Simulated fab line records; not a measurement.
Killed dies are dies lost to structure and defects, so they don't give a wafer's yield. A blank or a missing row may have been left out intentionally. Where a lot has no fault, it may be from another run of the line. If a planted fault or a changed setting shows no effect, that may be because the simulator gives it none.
Struck lot and sound lot, side by side -- flow nand-harc -- 14 out of 1159 route steps
Sound: wafers L613.3, L613.4, L613.5. Struck: wafer L616.2 (left out: L616.1, a lot-mate that was not struck); the cause follows at the end.
At each step with rows: each side's tool, then ch and its chambers, then its first start. Under that, the readings that differ: sound wafers -- struck wafers -- difference of the means -- sigmas: that difference in standard deviations of wafers without a fault.
alike: a reading whose means differ by less than 2 such deviations, as well as words and numbers matching on both sides. not compared: withheld readings; readings where some wafer has no value; bounds like >300 that might hide an equal value; numbers whose values overlap and for which the record gives no deviation.
A row with sigmas, a row that says differs or no value, or rows on one side alone: a step with any of these is where the two part. Non-overlapping numbers with no deviation appear without sigmas and do not part them. A reading that every wafer of one side lacks parts them only if that side has two wafers or more.

first, 9 steps without rows for these wafers: NHARC_A_STAIRCASE_DEHYDRATE_209 (time 120 s); NHARC_A_STAIRCASE_HMDS_210 (time 30 s); NHARC_A_STAIRCASE_COAT_211; NHARC_A_STAIRCASE_SOFTBAKE_212 (time 170 s); NHARC_A_STAIRCASE_EBR_213; NHARC_A_STAIRCASE_EXPOSE_214 (exposes mask STAIR 3); NHARC_A_STAIRCASE_PEB_215 (peb time 130 s); NHARC_A_STAIRCASE_DEVELOP_216 (time 140 s); NHARC_A_STAIRCASE_HARDBAKE_218 (time 140 s).
NHARC_A_STAIRCASE_DESCUM_219: chemistry O2, time 3 s.
  sound on rie-diel-07 ch 1,3, day 12 17:46; struck on rie-diel-07 ch 0, day 13 13:56
reading,sound,struck,difference,sigmas
rf-hours-counter-h (h),- - -,23,no value on the sound wafers,
  alike: drypump-motor-current-A, mfc-ar-sccm, oes-product-au, rf-vpp-V, showerhead-plenum-p-Torr, throttle-valve-pct
NHARC_A_STAIRCASE_TRIM_220: chemistry O2, time 211.2 s.
  sound on rie-diel-07 ch 1,3, day 12 17:58; struck on rie-diel-07 ch 0, day 13 15:26
reading,sound,struck,difference,sigmas
rf-hours-counter-h (h),- - -,25,no value on the sound wafers,
  alike: drypump-motor-current-A, mfc-ar-sccm, oes-product-au, rf-vpp-V, showerhead-plenum-p-Torr, throttle-valve-pct
NHARC_A_STAIRCASE_ETCH_221: etches the open film in C4F8/O2, target depth 100 nm, time 40.5 s.
  sound on rie-diel-07 ch 1,3, day 12 18:31; struck on rie-diel-07 ch 3, day 13 15:35
reading,sound,struck,difference,sigmas
oes-product-au (a.u.),0.928 0.934 0.928,1.085,+0.155,+11
rf-hours-counter-h (h),- - -,29,no value on the sound wafers,
  alike: rf-vpp-V
NHARC_A_STAIRCASE_TRIM_222: chemistry O2, time 211.2 s.
  sound: rie-diel-07 ch 1,3; struck: rie-diel-07 ch 3
reading,sound,struck,difference,sigmas
rf-hours-counter-h (h),- - -,29,no value on the sound wafers,
  alike: drypump-motor-current-A, mfc-ar-sccm, oes-product-au, rf-vpp-V, showerhead-plenum-p-Torr, throttle-valve-pct
-- the record jumps here: 8 days lie between the struck wafers' starts before and after (it left off in module A_STAIRCASE and takes up again in module END, whose first step shown is number 1159 of the route) --
NHARC_END_SORT_01:
  at this point the record logs the struck wafers (prober-02 ch 0, day 21 06:55) and has no rows for the sound ones

== WHERE THEY PART ==
Last at NHARC_END_SORT_01 as far as this record goes, first at NHARC_A_STAIRCASE_DESCUM_219.

WHY: what had been put in by the simulator
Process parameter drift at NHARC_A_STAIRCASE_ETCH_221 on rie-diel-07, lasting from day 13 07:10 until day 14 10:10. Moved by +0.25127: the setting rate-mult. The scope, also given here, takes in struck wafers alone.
